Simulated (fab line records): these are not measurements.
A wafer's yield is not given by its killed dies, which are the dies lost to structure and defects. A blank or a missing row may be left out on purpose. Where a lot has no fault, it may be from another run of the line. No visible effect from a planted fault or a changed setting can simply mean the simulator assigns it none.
Matching of chambers | flow n5_finfet | N5_FIN_SAQP_SPACER1_ALD_24 on ald_sin-04: 4 sister chambers
The step deposits SiO2, target thk 20.3 nm, pulse time 1 s, purge time 2 s. 14 wafers are shown with their chamber, then 7 later ones without.

## WAFERS PAIRED WITH THEIR CHAMBERS
wafer  | chamber | heater_power_w (W) | precursor_pulse_height_rel
L074.2 | 2       | 514                | 1.039
L074.4 | 3       | 508                | 1.008
L074.5 | 1       | 475                | 1.002
L082.2 | 3       | 490                | 0.993
L082.5 | 2       | 522                | 0.988
L082.6 | 1       | 481                | 1.017
L086.4 | 2       | 518                | 1.017
L086.5 | 1       | 471                | 0.975
L086.6 | 2       | 517                | 0.986
L087.1 | 1       | 463                | 1.011
L087.3 | 0       | 489                | 0.964
L087.5 | 2       | 525                | 1.010
L088.2 | 3       | 514                | 0.982
L088.3 | 2       | 536                | 1.044

SIGNATURES, as means of the wafers listed above
reading                    | chamber 0 | chamber 1 | chamber 2 | chamber 3 | scatter within a chamber
heater_power_w             | 489.00    | 472.50    | 522.00    | 504.00    | 8.91
precursor_pulse_height_rel | 0.96400   | 1.00125   | 1.01400   | 0.99433   | 0.0209
Rule: for each reading, subtract the chamber's mean from the wafer's reading, divide by that reading's scatter and square the result; add these up over the readings and take the root, which gives the wafer's distance from the chamber. The wafer belongs to the nearest chamber; if the next one is less than 2 further off, it can't be placed. How the scatter is found: for the shown wafers, subtract from each reading the mean of its chamber, square and add these, divide the total by (wafers less chambers), then take the root.

## WAFERS WITHOUT THEIR CHAMBER
wafer  | heater_power_w (W) | precursor_pulse_height_rel
L088.6 | 475                | 1.032
L095.1 | 518                | 0.997
L095.3 | 493                | 0.995
L095.4 | 479                | 1.034
L097.1 | 509                | 1.012
L097.2 | 497                | 1.013
L097.5 | 517                | 0.980

## EACH ONE'S CHAMBER
wafer  | from the rows above               | in truth
L088.6 | 1                                 | 1
L095.1 | can't be placed: 2 or 3           | 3
L095.3 | can't be placed: 3 or 0 or 1      | 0
L095.4 | can't be placed: 1 or 3 or 0      | 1
L097.1 | can't be placed: 3 or 2           | 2
L097.2 | can't be placed: 3 or 0 or 2 or 1 | 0
L097.5 | can't be placed: 3 or 2 or 0      | 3
Correctly placed: 1 of 7. These rows do not allow placing 6 (true chamber among the candidates in 6). 0 placed wrongly.
